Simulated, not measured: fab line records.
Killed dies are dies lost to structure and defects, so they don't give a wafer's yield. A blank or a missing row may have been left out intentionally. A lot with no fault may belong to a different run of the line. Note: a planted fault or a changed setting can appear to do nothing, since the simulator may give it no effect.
A struck lot beside a sound one || flow nand harc || 14 steps out of a route of 1302
Sound: the wafers L657.2, L657.4, L657.6. Wafers L669.1, L669.4 were the ones struck. The cause is given at the end.
At each step with rows: each side's tool, then ch and its chambers, then its first start. Under that, the readings that differ: sound wafers || struck wafers || difference of the means || sigmas: that difference in standard deviations of wafers without a fault.
alike: readings whose means differ by less than 2 such deviations, and words and numbers that are the same on both sides. not compared: withheld readings, readings that some wafer has no value for, bounds like >300 that may hide the same value, and numbers for which the record gives no deviation and whose values overlap.
The two part at a step that has a row with sigmas, a row that says differs or no value, or rows on one side only. Numbers that have no deviation but don't overlap get no sigmas and don't part them. Lack of a reading on every wafer of one side parts them only where that side has two or more wafers.

first, 10 steps without rows for these wafers: NHARC_A_STAIRCASE_SRD_174; NHARC_A_STAIRCASE_DEHYDRATE_01 (time 120 s); NHARC_A_STAIRCASE_HMDS_02 (time 30 s); NHARC_A_STAIRCASE_COAT_03; NHARC_A_STAIRCASE_SOFTBAKE_04 (time 170 s); NHARC_A_STAIRCASE_EBR_05; NHARC_A_STAIRCASE_EXPOSE_06 (exposes mask STAIR); NHARC_A_STAIRCASE_PEB_07 (peb time 130 s); NHARC_A_STAIRCASE_DEVELOP_08 (time 140 s); NHARC_A_STAIRCASE_HARDBAKE_10 (time 140 s).
NHARC_A_STAIRCASE_DESCUM_11: chemistry O2, time 3 s.
  sound on rie diel-10 ch 0,2,3, day 18 01:48; struck on rie diel-08 ch 1,2, day 22 19:26
  alike: drypump motor current A, oes product au, rf vpp V, showerhead plenum p Torr, throttle valve pct
  not compared: rf hours counter h
NHARC_A_STAIRCASE_TRIM_12: chemistry O2, time 211.2 s.
  sound on rie diel-10 ch 0,1, day 18 01:55; struck on rie diel-08 ch 0,1, day 22 19:30
{"reading": "oes product au (a.u.)", "sound": "0.994 0.982 0.985", "struck": "0.783 0.784", "difference": -0.203, "sigmas": -20}
  alike: drypump motor current A, rf vpp V, showerhead plenum p Torr, throttle valve pct
  not compared: rf hours counter h
NHARC_A_STAIRCASE_ETCH_13: etches the open film in C4F8/O2, target depth 100 nm, time 40.5 s.
  sound on rie diel-10 ch 0,2,3; struck on rie diel-08 ch 0,2
{"reading": "oes product au (a.u.)", "sound": "0.939 0.922 0.941", "struck": "0.996 0.947", "difference": "+0.038", "sigmas": "+3"}
  alike: rf fwd power W, rf vpp V
  not compared: rf hours counter h
NHARC_END_SORT_01:
  the record has rows for the sound wafers here (prober-01 ch 0, day 26 14:22) and none for the struck ones

WHERE THEY PART
Last at NHARC_END_SORT_01 as far as this record goes, first at NHARC_A_STAIRCASE_TRIM_12.

WHY: whatever the simulator had introduced
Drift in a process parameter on rie diel-08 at NHARC_A_STAIRCASE_TRIM_12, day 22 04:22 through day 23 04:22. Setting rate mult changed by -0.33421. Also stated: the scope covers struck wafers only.
